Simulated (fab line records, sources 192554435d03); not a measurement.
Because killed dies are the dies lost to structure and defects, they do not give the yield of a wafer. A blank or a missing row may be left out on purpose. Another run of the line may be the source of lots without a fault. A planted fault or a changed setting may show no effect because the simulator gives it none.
Chamber matching || flow n5-finfet || 3 sister chambers for N5_BEOL_M4_PRE_CLEAN_60 on cvd-co-01
The step time 15 s. 6 wafers are shown with their chamber, then 11 later ones without.

## WAFERS PAIRED WITH THEIR CHAMBERS
{"wafer": "L079.3", "chamber": 1, "heater-power-w (W)": 96}
{"wafer": "L086.4", "chamber": 2, "heater-power-w (W)": 65}
{"wafer": "L088.1", "chamber": 1, "heater-power-w (W)": 97}
{"wafer": "L088.3", "chamber": 2, "heater-power-w (W)": 65}
{"wafer": "L088.6", "chamber": 0, "heater-power-w (W)": 98}
{"wafer": "L090.2", "chamber": 0, "heater-power-w (W)": 98}

## WAFERS WITH NO CHAMBER GIVEN
{"wafer": "L090.4", "heater-power-w (W)": 97}
{"wafer": "L090.6", "heater-power-w (W)": 101}
{"wafer": "L089.1", "heater-power-w (W)": 96}
{"wafer": "L089.3", "heater-power-w (W)": 97}
{"wafer": "L089.5", "heater-power-w (W)": 98}
{"wafer": "L091.1", "heater-power-w (W)": 67}
{"wafer": "L091.5", "heater-power-w (W)": 99}
{"wafer": "L091.6", "heater-power-w (W)": 97}
{"wafer": "L095.1", "heater-power-w (W)": 99}
{"wafer": "L095.4", "heater-power-w (W)": 100}
{"wafer": "L095.5", "heater-power-w (W)": 99}

## WHICH CHAMBER EACH WENT THROUGH
{"wafer": "L090.4", "from the rows above": "can't be placed: 1 or 0", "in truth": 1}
{"wafer": "L090.6", "from the rows above": 0, "in truth": 0}
{"wafer": "L089.1", "from the rows above": 1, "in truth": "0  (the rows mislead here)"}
{"wafer": "L089.3", "from the rows above": "can't be placed: 1 or 0", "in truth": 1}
{"wafer": "L089.5", "from the rows above": 0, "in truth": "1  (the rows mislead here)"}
{"wafer": "L091.1", "from the rows above": 2, "in truth": 2}
{"wafer": "L091.5", "from the rows above": 0, "in truth": 0}
{"wafer": "L091.6", "from the rows above": "can't be placed: 1 or 0", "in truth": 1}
{"wafer": "L095.1", "from the rows above": 0, "in truth": 0}
{"wafer": "L095.4", "from the rows above": 0, "in truth": 0}
{"wafer": "L095.5", "from the rows above": 0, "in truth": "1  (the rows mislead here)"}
Placed correctly: 5 of 11. Cannot be placed on the basis of these rows: 3; the candidates contain the true chamber in 3. Number placed wrongly: 3.
How it was worked out, from the rows above alone: a wafer's distance from a chamber is the root of the sum, over the readings, of the square of ((its reading less the chamber's mean) divided by the reading's scatter). If the next closest chamber is less than 2 further off than the closest, the wafer can't be placed; otherwise it belongs to the closest. A chamber's mean is the mean of its shown wafers. How the scatter is found: for the shown wafers, subtract from each reading the mean of its chamber, square and add these, divide the total by (wafers less chambers), then take the root.
